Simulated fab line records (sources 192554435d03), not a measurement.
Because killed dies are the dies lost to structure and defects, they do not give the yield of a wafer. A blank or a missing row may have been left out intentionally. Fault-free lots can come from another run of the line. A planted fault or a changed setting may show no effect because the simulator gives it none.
Which tool is to blame?    flow n5-finfet    Sampling: 10 lots, 30 wafers, 6 of 1938 route steps

== WHAT THE GAUGES SHOWED, per wafer ==
The record lacks any reading of a measuring or inspecting step that a usual standard deviation could be used to judge.

== EACH LOT AND THE TOOL THAT RAN IT (in order: tool; ch and the chambers of the sampled wafers; start) ==
lot   N5_BEOL_M15_ETCH_61                 N5_BEOL_M15_SPUTTER_43        N5_BEOL_M15_SPUTTER_45        N5_BEOL_M15_ANNEAL_48             N5_BEOL_M15_CMP_49             N5_PASSIVATION_PROBE_49
L942  rie-diel-03 ch 0,3, day 11 23:18    pvd-sputter-02, day 12 02:11  pvd-sputter-02, day 12 02:21  rtp-anneal-01 ch 0, day 12 02:43  cmp-03 ch 1,3, day 12 03:02    -
L944  rie-diel-04 ch 0,1,3, day 12 08:39  pvd-sputter-03, day 12 10:37  pvd-sputter-03, day 12 11:03  rtp-anneal-02 ch 0, day 12 11:30  cmp-02 ch 2,3, day 12 11:43    -
L946  rie-diel-04 ch 0,1,2, day 13 04:28  pvd-sputter-02, day 13 09:10  pvd-sputter-02, day 13 09:38  rtp-anneal-01 ch 0, day 13 10:20  cmp-03 ch 0,3, day 13 10:38    prober-01, day 13 23:23
L951  rie-diel-03 ch 0,2, day 13 05:17    pvd-sputter-01, day 13 09:08  pvd-sputter-01, day 13 09:18  rtp-anneal-02 ch 0, day 13 09:41  cmp-02 ch 0,1,3, day 13 09:59  -
L948  rie-diel-05 ch 1,2,3, day 13 09:02  pvd-sputter-01, day 13 10:02  pvd-sputter-01, day 13 10:12  rtp-anneal-02 ch 0, day 13 10:34  cmp-03 ch 1,2,3, day 13 10:52  -
L953  rie-diel-05 ch 0,1, day 14 11:04    pvd-sputter-01, day 14 15:25  pvd-sputter-01, day 14 15:35  rtp-anneal-02 ch 0, day 14 16:14  cmp-03 ch 0,2,3, day 14 16:29  prober-02, day 15 06:55
L952  rie-diel-05 ch 0,2,3, day 14 13:33  pvd-sputter-01, day 14 16:08  pvd-sputter-01, day 14 16:18  rtp-anneal-02 ch 0, day 14 16:53  cmp-02 ch 0,1, day 14 17:11    -
L955  rie-diel-03 ch 2,3, day 15 01:07    pvd-sputter-03, day 15 02:10  pvd-sputter-03, day 15 02:20  rtp-anneal-01 ch 0, day 15 02:44  cmp-01 ch 0,2, day 15 02:59    prober-01, day 15 19:21
L960  rie-diel-05 ch 2,3, day 16 05:46    pvd-sputter-01, day 16 08:25  pvd-sputter-01, day 16 08:34  rtp-anneal-01 ch 0, day 16 08:56  cmp-03 ch 0,2,3, day 16 09:14  -
L961  rie-diel-04 ch 0,1,3, day 16 12:17  pvd-sputter-01, day 16 13:17  pvd-sputter-01, day 16 13:27  rtp-anneal-02 ch 0, day 16 13:55  cmp-03 ch 0,1,3, day 16 14:16  -
- N5_BEOL_M15_ETCH_61: etches BARC in N2/H2, target depth 89 nm, overetch 26.7 nm, time 67.9 s.
- N5_BEOL_M15_SPUTTER_43: material TaN, target thk 15 nm, time 24.19 s.
- N5_BEOL_M15_SPUTTER_45: material Cu, target thk 100 nm, time 16.67 s.
- N5_BEOL_M15_ANNEAL_48: time 90 s.
- N5_BEOL_M15_CMP_49: polishes, stops on SiO2, t overpolish 4.9 s, target thk 850 nm.
- N5_PASSIVATION_PROBE_49

== WHAT THE TOOLS THEMSELVES READ (means of the sampled wafers that have a number; where no wafer has one, the mark that the record gives instead) ==
N5_BEOL_M15_ETCH_61. Usual: drypump-motor-current-A 5.7 A, standard deviation 0.44; oes-product-au 0.68 a.u., standard deviation 0.059; rf-vpp-V 524.1 V, standard deviation 2.9; showerhead-plenum-p-Torr 2.55 Torr, standard deviation 0.1; throttle-valve-pct 17.91 %, standard deviation 0.24.
lot   tool         drypump-motor-current-A (A)  oes-product-au (a.u.)  rf-vpp-V (V)  showerhead-plenum-p-Torr (Torr)  throttle-valve-pct (%)  flag
L942  rie-diel-03  5.6                          0.67                   526.2         2.59                             18.01                   
L944  rie-diel-04  5.9                          0.65                   522.3         2.47                             18.00                   
L946  rie-diel-04  5.5                          0.64                   523.6         2.54                             17.95                   
L951  rie-diel-03  5.7                          0.65                   523.2         2.54                             17.90                   
L948  rie-diel-05  5.4                          0.74                   526.2         2.62                             17.70                   
L953  rie-diel-05  5.6                          0.69                   525.6         2.60                             17.91                   
L952  rie-diel-05  5.7                          0.72                   523.8         2.54                             17.89                   
L955  rie-diel-03  6.1                          0.71                   526.3         2.65                             17.97                   
L960  rie-diel-05  5.4                          0.70                   524.4         2.60                             17.81                   
L961  rie-diel-04  5.9                          0.63                   522.2         2.46                             18.03                   

N5_BEOL_M15_SPUTTER_43. Usual: throttle-valve-pct at 30.1 %, with a standard deviation of 1.
lot   tool            throttle-valve-pct (%)  flag
L942  pvd-sputter-02  29.9                    
L944  pvd-sputter-03  30.7                    
L946  pvd-sputter-02  29.2                    
L951  pvd-sputter-01  29.7                    
L948  pvd-sputter-01  30.1                    
L953  pvd-sputter-01  30.2                    
L952  pvd-sputter-01  30.2                    
L955  pvd-sputter-03  30.2                    
L960  pvd-sputter-01  30.1                    
L961  pvd-sputter-01  29.7                    

N5_BEOL_M15_SPUTTER_45. Usual: throttle-valve-pct at 30.1 %, with a standard deviation of 1.
lot   tool            throttle-valve-pct (%)  flag
L942  pvd-sputter-02  29.7                    
L944  pvd-sputter-03  30.6                    
L946  pvd-sputter-02  28.9                    
L951  pvd-sputter-01  29.7                    
L948  pvd-sputter-01  30.2                    
L953  pvd-sputter-01  30.1                    
L952  pvd-sputter-01  30.3                    
L955  pvd-sputter-03  30.3                    
L960  pvd-sputter-01  30.2                    
L961  pvd-sputter-01  29.9                    

N5_BEOL_M15_ANNEAL_48. Usual: wafer_temp_C_max at 225.62, with a standard deviation of 0.21.
lot   tool           wafer_temp_C_max  flag
L942  rtp-anneal-01  225.27            
L944  rtp-anneal-02  225.64            
L946  rtp-anneal-01  225.66            
L951  rtp-anneal-02  225.69            
L948  rtp-anneal-02  225.99            
L953  rtp-anneal-02  225.76            
L952  rtp-anneal-02  225.64            
L955  rtp-anneal-01  225.71            
L960  rtp-anneal-01  225.65            
L961  rtp-anneal-02  225.51            

N5_BEOL_M15_CMP_49. Usual: barrier-field-endpoint-s 11.37 s, standard deviation 0.25; motor-current-A 8.6 A, standard deviation 1.1; overpolish-run-s 4.900 s, standard deviation 0.0085; retaining-ring-pressure-frac 1.000, standard deviation 0.0049; slurry-filter-dp-kPa 13.50 kPa, standard deviation 0.13.
lot   tool    barrier-field-endpoint-s (s)  motor-current-A (A)  overpolish-run-s (s)  retaining-ring-pressure-frac  slurry-filter-dp-kPa (kPa)  flag
L942  cmp-03  11.66                         8.4                  4.895                 0.999                         13.53                       
L944  cmp-02  17.00                         8.3                  4.901                 1.000                         13.49                       OFF
L946  cmp-03  17.32                         7.8                  4.903                 0.996                         13.54                       OFF
L951  cmp-02  11.34                         8.1                  4.896                 1.007                         13.49                       
L948  cmp-03  11.46                         9.0                  4.897                 0.996                         13.49                       
L953  cmp-03  11.28                         8.3                  4.900                 1.001                         13.38                       
L952  cmp-02  11.27                         8.9                  4.907                 1.003                         13.56                       
L955  cmp-01  11.64                         7.6                  4.905                 0.998                         13.41                       
L960  cmp-03  11.33                         8.6                  4.891                 0.997                         13.63                       
L961  cmp-03  11.28                         8.1                  4.895                 0.998                         13.44                       

N5_PASSIVATION_PROBE_49. Usual: defect-limited-yield 91.2 %, standard deviation 1.4; killed_at_M0_to_M3 34, standard deviation 9.4; killed_at_M4_up 13, standard deviation 5.8; killed-at-contacts 13, standard deviation 6.4; killed-at-front-end 41, standard deviation 11; killed-at-other 3.1, standard deviation 2.3; killed-dies 103, standard deviation 16; killed-open 69, standard deviation 12; killed-short 33, standard deviation 7.8; sort_bin_5_function 5.1 %, standard deviation 0.91; sort_bin_6_memory 3.3 %, standard deviation 0.63; sort-n-pass 1077, standard deviation 16; sort-yield-pct 91.2 %, standard deviation 1.4.
lot   tool       defect-limited-yield (%)  killed_at_M0_to_M3  killed_at_M4_up  killed-at-contacts  killed-at-front-end  killed-at-other  killed-dies  killed-open  killed-short  sort_bin_5_function (%)  sort_bin_6_memory (%)  sort-n-pass  sort-yield-pct (%)  flag
L946  prober-01  92.1                      29                  20               10                  33                   0.7              93           62           31            4.7                      2.9                    1087         92.1                
L953  prober-02  91.1                      37                  15               8                   43                   2.3              105          65           39            4.9                      3.7                    1075         91.1                
L955  prober-01  91.0                      29                  11               13                  49                   4.3              106          75           29            5.1                      3.6                    1074         91.0                

== THE ANSWER, worked out from the rows above alone ==
Rule: take the mean of a lot's wafers that have a number; if it is more than 3 standard deviations from the usual mean, the lot is off. Also off: a lot with no number at a reading for which 4 or more lots have one. All remaining lots with rows at the step are treated as sound. After the gauges, taken in route order, come the tools' own readings; for these a lot's mean is taken, as printed above. At the first step where some lot is off, the reading lying furthest off is the one used; lots without a number count as furthest.
Off, at N5_BEOL_M15_CMP_49 on barrier-field-endpoint-s: L944, L946.
If a tool, at that step or one of the process steps before it, ran each lot that is off and ran no sound lot following the first of them, it fits. Not one of the candidates tried fits.

== WHAT WAS PUT IN BY THE SIMULATOR ==
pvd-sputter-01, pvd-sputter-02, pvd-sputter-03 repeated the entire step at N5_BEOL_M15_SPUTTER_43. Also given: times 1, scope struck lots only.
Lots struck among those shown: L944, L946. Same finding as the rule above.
